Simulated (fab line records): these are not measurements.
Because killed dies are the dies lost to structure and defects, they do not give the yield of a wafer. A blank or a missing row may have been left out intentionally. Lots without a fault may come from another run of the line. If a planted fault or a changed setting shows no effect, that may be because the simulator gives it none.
fab line records	flow n5Finfet	part 2 of 2: steps 5 to 6 of 6
[record] lots = 23	wafers = 69	lastDay = 18
route steps=1938 shown BEOL_M0_CUTY@712 BEOL_M0@717 BEOL_M1@776 BEOL_M2@863
lots with no fault: from the same line, run without faults
startH: hours from the record's opening day to when the first of the lot's shown wafers began	waitH: hours from the lot's prior step to this one	" as in the row above	L1.1+2: a row that stands for several wafers	- no value, or no start was given	* or withheld: withheld	< > ~ a bound
route shown NAME@n: names a module that has steps shown in the file, with the first one's number in the route	usual: mean/standard deviation taken from wafers without a fault	same: alike in all rows	chamber/n: place in a boat	sites: per-site readings	_std_site: standard deviation of those values	_edge_site: outer sites' mean less inner sites'	radiusMm: for every site, how far away it sits from the centre of the wafer	mask NAME#n: copy n	behind: tool/chamber where the wafer was last shaped	hold: the reason the lot was held/the length of the hold in hours/how it ended	device: whichever transistor did not switch (one of n, p or np)	end of line: tests run on the same wafers once the route is complete	for a step that has no rows: nothing shown but its recipe	killed: dies that structure and defects cost at the first sort, which is not the same as the wafer's yield	map: a wafer's dies, x killed, . not, _ none there
set.NAME: the setting as run; set.NAME@STEP: as run at that earlier step	model.NAME: the simulator's own value behind a step, which no gauge read
route steps across a sampled set of lots; one table per step, one row per wafer
services: a tool's chamber out of use, with start hour (startH, from the record's first day; less than 0 if before it), hours out, and reason
[[steps]]
[step N5_BEOL_M2_STRIP_66]
[recipe] chemistry = CF4	resist = SiARC	powerW = 300	biasPowerW = 75	pressureMtorr = 50	cf4FlowSccm = 150	rfFrequencyHz = 6e+07
[usual] drypumpMotorCurrentA = 6.0/0.36	oesProductAu = 0.79/0.08	rfVppV = 271.2/1.3	showerheadPlenumPTorr = 1.80/0.043	throttleValvePct = 13.67/0.3
lot.wafer	tool	chamber	startH	waitH	drypumpMotorCurrentA	oesProductAu	rfHoursCounterH	rfVppV	showerheadPlenumPTorr	throttleValvePct
L074.1	rieDiel-05	1	134.69	0.0	6.2	0.69	235	270.9	1.76	13.96
L074.4	"	2	"	"	6.3	0.81	63	269.3	1.76	13.32
L074.5	"	0	"	"	6.0	0.84	-	270.0	1.74	13.18
L075.2	rieDiel-03	0	136.39	0.0	5.7	0.86	50	270.1	1.83	13.70
L075.3	"	2	"	"	5.5	0.70	211	273.1	1.85	14.15
L075.6	"	2	"	"	5.5	0.70	-	273.4	1.85	14.13
L076.2	rieDiel-03	0	140.95	0.0	5.7	0.86	51	270.5	1.83	13.69
L076.4	"	2	"	"	5.4	0.70	-	271.9	1.85	14.14
L076.6	"	3	"	"	6.3	0.81	-	271.6	1.81	13.42
L077.2	rieDiel-05	2	151.76	0.0	6.3	0.80	69	267.7	1.75	13.32
L077.3	"	1	"	"	6.2	0.68	242	270.1	1.76	13.98
L077.5	"	2	"	"	6.3	0.81	-	269.5	1.75	13.32
L078.2	rieDiel-04	1	160.73	0.0	6.0	0.70	181	270.9	1.79	13.63
L078.3	"	0	"	"	5.4	0.67	248	272.2	1.83	13.69
L078.4	"	1	"	"	6.0	0.70	-	270.4	1.79	13.64
L080.2	rieDiel-04	1	167.74	0.0	6.0	0.69	185	271.6	1.79	13.66
L080.3	"	3	"	"	6.4	0.68	245	270.1	1.70	14.05
L080.4	"	0	"	"	5.4	0.67	-	271.5	1.83	13.68
L079.1	rieDiel-03	0	171.80	0.0	5.7	0.84	62	271.3	1.83	13.73
L079.2	"	2	"	"	5.5	0.69	224	272.5	1.85	14.16
L079.5	"	0	"	"	5.7	0.84	-	272.1	1.83	13.74
L081.3	rieDiel-05	1	175.09	0.0	6.2	0.68	249	271.3	1.76	13.98
L081.4	"	2	"	"	6.3	0.80	77	270.3	1.75	13.35
L081.6	"	1	"	"	6.2	0.69	-	269.2	1.76	14.00
L082.1	rieDiel-03	3	186.09	0.0	6.3	0.80	109	270.9	1.80	13.44
L082.5	"	1	"	"	6.5	0.91	-	270.2	1.76	13.59
L082.6	"	2	"	"	5.5	0.69	-	272.3	1.85	14.16
L083.2	rieDiel-03	3	187.38	0.0	6.3	0.79	110	271.9	1.80	13.44
L083.4	"	1	"	"	6.5	0.92	13	271.8	1.76	13.59
L083.5	"	0	"	"	5.7	0.84	-	271.5	1.83	13.75
L084.1	rieDiel-03	0	194.16	0.0	5.7	0.83	70	271.6	1.83	13.76
L084.5	"	2	"	"	5.5	0.68	-	272.3	1.84	14.17
L084.6	"	3	"	"	6.3	0.79	-	271.8	1.80	13.45
L085.2	rieDiel-03	0	205.71	0.0	5.7	0.82	76	271.9	1.83	13.77
L085.3	"	1	"	"	6.5	0.89	19	270.5	1.76	13.61
L085.4	"	2	"	"	5.5	0.69	236	273.0	1.84	14.17
L086.1	rieDiel-04	2	206.98	0.0	5.3	0.93	14	270.8	1.76	13.19
L086.5	"	0	"	"	5.4	0.95	-	272.6	1.83	13.15
L086.6	"	1	"	"	6.0	0.69	-	270.3	1.79	13.71
L087.2	rieDiel-03	2	210.33	0.0	5.4	0.68	238	272.4	1.84	14.20
L087.4	"	1	"	"	6.5	0.88	22	270.3	1.76	13.63
L087.6	"	1	"	"	6.5	0.88	-	270.8	1.76	13.62
L088.1	rieDiel-03	3	233.21	0.0	6.3	0.77	127	270.5	1.80	13.50
L088.3	"	1	"	"	6.5	0.87	29	270.3	1.76	13.65
L088.5	"	2	"	"	5.5	0.67	-	272.2	1.84	14.22
L090.2	rieDiel-03	3	233.82	0.0	6.4	0.78	127	271.4	1.80	13.49
L090.3	"	0	"	"	5.7	0.82	86	271.0	1.82	13.81
L090.4	"	1	"	"	6.5	0.87	30	270.7	1.76	13.64
L091.2	rieDiel-05	2	238.44	0.0	6.3	0.78	104	268.5	1.74	13.41
L091.3	"	3	"	"	6.2	0.69	230	272.8	1.85	14.05
L091.5	"	2	"	"	6.3	0.78	-	267.8	1.74	13.40
L092.2	rieDiel-04	2	241.86	0.0	5.3	0.89	26	271.8	1.76	13.21
L092.4	"	3	"	"	6.3	0.91	12	274.1	1.90	13.52
L092.6	"	1	"	"	6.0	0.68	-	271.4	1.78	13.70
L093.1	rieDiel-03	3	242.67	0.0	6.3	0.77	131	272.5	1.80	13.50
L093.2	"	0	"	"	5.7	0.81	90	272.3	1.82	13.78
L093.5	"	1	"	"	6.5	0.86	-	273.0	1.76	13.64
L094.2	rieDiel-05	1	247.09	0.0	6.2	0.88	17	271.1	1.75	13.45
L094.3	"	3	"	"	6.2	0.69	233	271.2	1.85	14.06
L094.4	"	2	"	"	6.3	0.77	107	270.2	1.74	13.40
L095.1	rieDiel-05	0	254.61	0.0	6.1	0.79	100	268.9	1.73	13.29
L095.3	"	1	"	"	6.2	0.87	20	270.8	1.75	13.47
L095.5	"	1	"	"	6.2	0.86	-	270.9	1.75	13.48
L097.2	rieDiel-05	2	273.01	0.0	6.3	0.77	115	270.8	1.74	13.42
L097.3	"	3	"	"	6.2	0.68	241	272.3	1.84	14.07
L097.5	"	0	"	"	6.0	0.79	-	268.3	1.73	13.30
L096.1	rieDiel-03	3	276.97	0.0	6.3	0.76	147	270.9	1.79	13.53
L096.3	"	0	"	"	5.7	0.79	106	271.0	1.82	13.83
L096.5	"	0	"	"	5.7	0.79	-	272.4	1.82	13.85
[step N5_BEOL_M2_STRIP_19]
[recipe] chemistry = O2	powerW = 400	tempC = 40	pressureMtorr = 30	rfFrequencyHz = 6e+07	biasPowerW = 0	overashFraction = 0.2	o2FlowSccm = 225
[usual] drypumpMotorCurrentA = 6.0/0.37	oesProductAu = 0.81/0.097	rfVppV = 3.6/0.53	showerheadPlenumPTorr = 2.10/0.062	throttleValvePct = 16.68/0.29
lot.wafer	tool	chamber	startH	waitH	drypumpMotorCurrentA	oesProductAu	rfHoursCounterH	rfVppV	showerheadPlenumPTorr	throttleValvePct
L074.1	rieDiel-03	2	134.87	0.1	5.5	0.70	210	3.9	2.15	17.13
L074.4	"	2	"	"	5.4	0.70	-	3.8	2.15	17.13
L074.5	"	0	"	"	5.7	0.88	-	3.4	2.13	16.79
L075.2	rieDiel-03	0	136.63	0.1	5.7	0.88	50	3.5	2.13	16.81
L075.3	"	3	"	"	6.3	0.83	91	3.0	2.12	16.52
L075.6	"	0	"	"	5.7	0.87	-	3.5	2.13	16.78
L076.2	rieDiel-03	2	141.20	0.1	5.5	0.70	213	4.3	2.15	17.13
L076.4	"	3	"	"	6.3	0.83	-	3.8	2.12	16.52
L076.6	"	0	"	"	5.7	0.87	-	3.5	2.13	16.79
L077.2	rieDiel-05	1	151.91	0.1	6.2	0.70	242	4.9	2.07	17.10
L077.3	"	2	"	"	6.4	0.81	69	3.7	2.04	16.38
L077.5	"	2	"	"	6.4	0.82	-	3.2	2.04	16.38
L078.2	rieDiel-03	2	160.88	0.1	5.5	0.69	220	4.0	2.15	17.16
L078.3	"	1	"	"	6.5	0.95	5	2.8	2.06	16.73
L078.4	"	3	"	"	6.3	0.82	100	3.1	2.11	16.54
L080.2	rieDiel-05	1	167.89	0.1	6.2	0.69	248	3.3	2.07	17.10
L080.3	"	0	"	"	6.1	0.85	69	3.0	2.04	16.35
L080.4	"	3	"	"	6.2	0.72	206	2.6	2.16	17.03
L079.1	rieDiel-04	0	171.96	0.1	5.4	0.67	251	3.2	2.15	16.77
L079.2	"	3	"	"	6.3	0.66	247	3.4	1.98	17.15
L079.5	"	1	"	"	6.0	0.71	-	3.3	2.09	16.72
L081.3	rieDiel-04	3	175.24	0.1	6.3	0.67	249	4.1	1.98	17.16
L081.4	"	3	"	"	6.3	0.66	-	3.9	1.98	17.14
L081.6	"	2	"	"	5.3	1.00	-	4.9	2.05	16.16
L082.1	rieDiel-05	0	186.35	0.2	6.0	0.84	77	3.6	2.03	16.36
L082.5	"	2	"	"	6.3	0.81	-	3.3	2.03	16.40
L082.6	"	0	"	"	6.1	0.84	-	4.1	2.03	16.37
L083.2	rieDiel-05	0	187.59	0.1	6.1	0.84	78	3.8	2.03	16.34
L083.4	"	2	"	"	6.3	0.81	-	3.7	2.03	16.42
L083.5	"	0	"	"	6.0	0.83	-	4.4	2.03	16.36
L084.1	rieDiel-05	3	194.33	0.1	6.2	0.70	218	4.6	2.16	17.06
L084.5	"	3	"	"	6.2	0.70	-	3.9	2.16	17.06
L084.6	"	2	"	"	6.3	0.80	-	3.9	2.03	16.42
L085.2	rieDiel-04	0	206.33	0.6	5.4	0.97	7	3.4	2.15	16.34
L085.3	"	3	"	"	6.3	0.97	1	3.8	2.25	16.71
L085.4	"	2	"	"	5.3	0.93	14	4.4	2.04	16.20
L086.1	rieDiel-04	0	207.14	0.1	5.4	0.97	8	3.8	2.15	16.33
L086.5	"	1	"	"	6.0	0.69	-	4.2	2.08	16.75
L086.6	"	0	"	"	5.4	0.97	-	3.0	2.15	16.34
L087.2	rieDiel-04	3	210.50	0.1	6.3	0.96	3	2.7	2.25	16.68
L087.4	"	2	"	"	5.4	0.92	16	3.2	2.04	16.20
L087.6	"	0	"	"	5.4	0.95	-	3.3	2.15	16.33
L088.1	rieDiel-04	2	233.36	0.1	5.3	0.91	23	3.9	2.04	16.24
L088.3	"	0	"	"	5.4	0.94	16	3.2	2.15	16.34
L088.5	"	0	"	"	5.4	0.94	-	3.1	2.15	16.35
L090.2	rieDiel-03	2	233.99	0.1	5.5	0.68	247	4.3	2.14	17.20
L090.3	"	3	"	"	6.3	0.80	127	4.3	2.11	16.57
L090.4	"	0	"	"	5.7	0.82	86	4.2	2.11	16.85
L091.2	rieDiel-05	0	238.60	0.1	6.1	0.83	95	3.2	2.03	16.41
L091.3	"	1	"	"	6.3	0.89	15	3.7	2.06	16.70
L091.5	"	1	"	"	6.3	0.89	-	3.2	2.06	16.68
L092.2	rieDiel-05	0	242.03	0.1	6.0	0.81	96	3.6	2.03	16.41
L092.4	"	3	"	"	6.2	0.69	231	3.8	2.15	17.09
L092.6	"	0	"	"	6.1	0.81	-	3.3	2.03	16.39
L093.1	rieDiel-04	3	242.82	0.1	6.3	0.93	13	4.0	2.24	16.70
L093.2	"	1	"	"	6.0	0.69	215	3.4	2.08	16.76
L093.5	"	1	"	"	6.0	0.68	-	3.4	2.08	16.77
L094.2	rieDiel-03	1	247.28	0.1	6.5	0.88	35	3.4	2.05	16.80
L094.3	"	3	"	"	6.3	0.79	133	3.0	2.10	16.60
L094.4	"	0	"	"	5.7	0.82	-	3.4	2.11	16.87
L095.1	rieDiel-03	1	254.76	0.1	6.5	0.88	39	3.6	2.05	16.80
L095.3	"	3	"	"	6.3	0.77	137	3.5	2.10	16.61
L095.5	"	0	"	"	5.7	0.81	-	3.1	2.11	16.88
L097.2	rieDiel-05	3	273.21	0.1	6.2	0.69	241	4.1	2.15	17.11
L097.3	"	1	"	"	6.2	0.88	26	3.3	2.06	16.69
L097.5	"	2	"	"	6.3	0.77	-	3.6	2.02	16.47
L096.1	rieDiel-04	0	277.12	0.1	5.4	0.90	33	3.3	2.14	16.37
L096.3	"	3	"	"	6.3	0.89	26	3.4	2.24	16.73
L096.5	"	3	"	"	6.3	0.90	-	3.2	2.24	16.74
[[services]]
tool	chamber	startH	hours	kind
rieDiel-04	-	94.95	0.9	repair
rieDiel-03	1	123.06	-	clean
rieDiel-03	1	123.06	-	consumableReplace:focusRing
rieDiel-03	1	123.06	22.2	scheduledDown
rieDiel-03	1	123.06	22.2	ventCycle
rieDiel-04	2	149.43	-	clean
rieDiel-04	2	149.43	-	consumableReplace:focusRing
rieDiel-04	2	149.43	24.1	scheduledDown
rieDiel-04	2	149.43	24.1	ventCycle
rieDiel-04	0	154.52	2.4	repair
rieDiel-04	0	161.59	5.3	repair
rieDiel-03	1	165.50	5.0	repair
rieDiel-04	0	173.53	-	clean
rieDiel-04	0	173.53	-	consumableReplace:focusRing
rieDiel-04	0	173.53	14.9	scheduledDown
rieDiel-05	1	177.38	-	clean
rieDiel-05	1	177.38	-	consumableReplace:focusRing
rieDiel-05	1	177.38	21.6	scheduledDown
rieDiel-05	1	177.38	21.6	ventCycle
rieDiel-05	3	202.56	13.1	repair
rieDiel-03	2	245.19	-	clean
rieDiel-03	2	245.19	-	consumableReplace:focusRing
rieDiel-03	2	245.19	22.5	scheduledDown
rieDiel-03	2	245.19	22.5	ventCycle
